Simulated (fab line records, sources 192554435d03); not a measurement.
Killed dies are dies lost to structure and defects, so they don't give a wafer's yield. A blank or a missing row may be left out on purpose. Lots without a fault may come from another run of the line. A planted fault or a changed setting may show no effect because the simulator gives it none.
A struck lot beside a sound one | flow n5_finfet | 37 steps out of a route of 1938
Sound: wafers L130.1, L130.5, L130.6. Struck: wafers L140.1, L140.6. (L140.2 of the same lot was not struck and is left out.) The cause comes at the end.
At each step with rows: each side's tool, then ch and its chambers, then its first start. Under that, the readings that differ: sound wafers | struck wafers | difference of the means | sigmas: that difference in standard deviations of wafers without a fault.
alike: readings whose means differ by less than 2 such deviations, and words and numbers that are the same on both sides. not compared: withheld readings, readings that some wafer has no value for, bounds like >300 that may hide the same value, and numbers for which the record gives no deviation and whose values overlap.
The two part at a step that has a row with sigmas, a row that says differs or no value, or rows on one side only. Numbers that don't overlap but have no deviation are shown without sigmas and don't part them. A reading that every wafer of one side lacks parts them only if that side has two wafers or more.

first, 8 steps without rows for these wafers: N5_BEOL_M3_ECD_50 (material Cu, target thk 300 nm); N5_BEOL_M3_ANNEAL_51 (time 90 s); N5_BEOL_M3_CMP_52 (polishes, stops on SiOC, t overpolish 6.8 s, target thk 40 nm); N5_BEOL_M3_PRE_CLEAN_60 (time 15 s); N5_BEOL_M3_CO_CAP_55 (material Co, precursor CCTBA/H2, target thk 2 nm, time 102.1 s); N5_BEOL_M3_PRE_CLEAN_56 (time 15 s); N5_BEOL_M3_DEP_57 (deposits SiCN from 3MS/NH3, target thk 8 nm, time 14 s); N5_BEOL_M4_ILD_DEP_00 (deposits SiOC from DEMS/O2, target thk 79 nm, time 15.3 s).
N5_BEOL_M4_PECVD_72: deposits SiO2 from TEOS/O2, target thk 16 nm, time 18 s.
  sound on pecvd-01 ch 0,1, day 10 08:25; struck on pecvd-01 ch 0, day 12 06:34
  reading                                    | sound                | struck        | difference | sigmas
  showerhead_plenum_p_Torr (Torr)            | 8.89 8.58 8.87       | 8.57 8.57     | -0.21      | -2
  susceptor_temp_C (C)                       | 399.88 399.83 400.62 | 432.35 431.88 | +32.00     | +99 or more
  model.SiO2_of_BEOL_M4_PECVD_72.thk_nm (nm) | 15.8 15.8 16.2       | 12.4 12.6     | -3.4       |
  alike: heater_power_w, throttle_valve_pct
then, 25 steps without rows for these wafers: N5_BEOL_M4_HM_DEP_02 (deposits TiN, target thk 20 nm); N5_BEOL_M4_COAT_61 (time 60 s, resist thk 60 nm); N5_BEOL_M4_COAT_62 (time 60 s, resist thk 12 nm); N5_BEOL_M4_COAT_73 (time 60 s, resist thk 5 nm); N5_BEOL_M4_COAT_05 (resist thk 30 nm); N5_BEOL_M4_EBR_07; N5_BEOL_M4_SOFTBAKE_06 (time 60 s); N5_BEOL_M4_EXPOSE_08 (exposes mask M4); N5_BEOL_M4_PEB_09 (peb time 60 s); N5_BEOL_M4_DEVELOP_10 (develop time 30 s); N5_BEOL_M4_DESCUM_16 (chemistry O2, time 7 s); N5_BEOL_M4_ETCH_74 (etches underlayer in N2/H2, target depth 6.5 nm, time 5.2 s); N5_BEOL_M4_ETCH_63 (etches SiARC in CF4, target depth 15.6 nm, time 26 s); N5_BEOL_M4_ETCH_64 (etches SOC in N2/H2, target depth 75 nm, overetch 22.5 nm, time 121.9 s); N5_BEOL_M4_STRIP_65 (strips in N2/H2); N5_BEOL_M4_STRIP_75 (strips in N2/H2); N5_BEOL_M4_STRIP_66 (strips in CF4); N5_BEOL_M4_HM_OPEN_17 (chemistry Cl2/BCl3, target TiN, target depth 20 nm, overetch 6 nm); N5_BEOL_M4_STRIP_19 (strips in O2); N5_BEOL_M4_COAT_67 (time 60 s, resist thk 60 nm); N5_BEOL_M4_COAT_68 (time 60 s, resist thk 12 nm); N5_BEOL_M4_COAT_76 (time 60 s, resist thk 5 nm); N5_BEOL_M4_COAT_22 (resist thk 30 nm); N5_BEOL_M4_EBR_24; N5_BEOL_M4_SOFTBAKE_23 (time 60 s).
N5_BEOL_M4_HM_STRIP_39: strips TiN in peroxide tin strip, target depth 25 nm, time 158 s.
  sound on wet_bench-04 ch 3,5,6, day 10 10:56; struck on wet_bench-04 ch 1,3, day 13 02:08
  reading                                    | sound        | struck    | difference | sigmas
  model.SiO2_of_BEOL_M4_PECVD_72.thk_nm (nm) | 15.6 15.6 16 | 12.2 12.4 | -3.4       |
N5_BEOL_M4_CMP_52: polishes, stops on SiOC, t overpolish 6.8 s, target thk 40 nm.
  sound on cmp-02 ch 0,1, day 10 14:10; struck on cmp-02 ch 1,3, day 13 05:18
  reading                      | sound          | struck    | difference | sigmas
  barrier_field_endpoint_s (s) | 24.4 24.4 24.8 | 20.0 20.4 | -4.3       | -8
  alike: motor_current_A, slurry_filter_dp_kPa
N5_BEOL_M4_RC_MEAS_101:
  sound on prober-01 ch 0, day 10 14:47; struck on prober-01 ch 0, day 13 05:55
  alike: DIBL_N, DIBL_P, IOFF_N, IOFF_P, ION_N, ION_P, SS_N, SS_P, VT_N, VT_P

WHERE THEY PART
First at N5_BEOL_M4_PECVD_72; last, within this record, at N5_BEOL_M4_CMP_52. Later steps at which nothing parts them and some readings are alike: N5_BEOL_M4_RC_MEAS_101.

WHY: what the simulator had put in
Process parameter drift: pecvd-01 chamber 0, from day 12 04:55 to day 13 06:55, at N5_BEOL_M4_PECVD_72. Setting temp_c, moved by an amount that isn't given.
